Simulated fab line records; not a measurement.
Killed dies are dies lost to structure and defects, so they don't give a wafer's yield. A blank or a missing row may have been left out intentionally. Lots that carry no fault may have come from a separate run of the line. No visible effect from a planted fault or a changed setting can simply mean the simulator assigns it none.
8D (eight disciplines) problem report, filled in by code | flow n5 finfet | the parts of the form that need people (team, actions taken, sign-off) are left out

== 1. THE ISSUE ==
spin speed rpm at N5_GATE_CUT_COAT_07 reads a mean of 1605.5 rpm on 6 wafers of 2 lots; wafers without a fault read 1499.9 rpm with a standard deviation of 1. So: +99 or more standard deviations from the usual mean.
The step: resist thk 30 nm.
First observed at day 6 06:46: wafer L715.2, on litho track-03. At this step, 12 wafers from 4 lots have a number in the record. The rule behind "out" and "out of limits": a value lying over 4 standard deviations away from the usual mean. All remaining wafers that have a number are taken as sound.

== 2. WHAT IT IS AND WHAT IT IS NOT ==
question                    | is                     | is not
which readings at this step | spin speed rpm         | -
which lots                  | L715, L717             | L728, L731
which wafers of those lots  | all that have a number | -
read on which tools         | litho track-03         | -
when                        | from day 6 06:46       | up to then (0 sound wafers); but 6 sound wafers of L728, L731 came after

== 3. THE SUSPECTS, EACH WITH WHAT RULES IT OUT ==
Counting: a tool at any process step up to the reading remains a suspect when it ran all the lots that are out and ran no sound lot after the first of those.
- litho track-03 at N5_GATE_CUT_COAT_07 (resist thk 30 nm): ruled out as a lasting fault. After its first lot that is out, L715 (day 6 06:46), sound lots L728, L731 ran on it.
Left after counting: nothing in the record.

== 4. THE CAUSE (what the simulator had put in) ==
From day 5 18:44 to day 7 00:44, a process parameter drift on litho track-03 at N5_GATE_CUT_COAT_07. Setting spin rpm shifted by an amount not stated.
Counting ruled it out, wrongly.

== 5. SEQUENCE OF EFFECTS, ordered by route ==
Each row: a reading where the mean over the struck wafers with a number is more than 3 standard deviations away from the usual. Readings are gone through only where the record gives a usual standard deviation; hours: the median, over the lots, of the time from a lot's start at the first step in this table giving one to that lot's start at this step; sigmas: the change measured in usual standard deviations.
hours | step                | reading        | usual      | on struck wafers | change | sigmas
0     | N5_GATE_CUT_COAT_07 | spin speed rpm | 1499.9 rpm | 1605.5           | +105.6 | +99 or more
The process steps in it:
- N5_GATE_CUT_COAT_07: resist thk 30 nm.
Later measuring or inspecting steps at which every struck wafer that the step has a row for has a number for every such reading, and none has moved that far: N5_BEOL_M4_RC_MEAS_101.

== 6. WHAT WOULD HAVE CAUGHT IT SOONER ==
In this record the first reading out of limits was taken at day 6 06:46, 12 hours after the fault began at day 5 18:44.
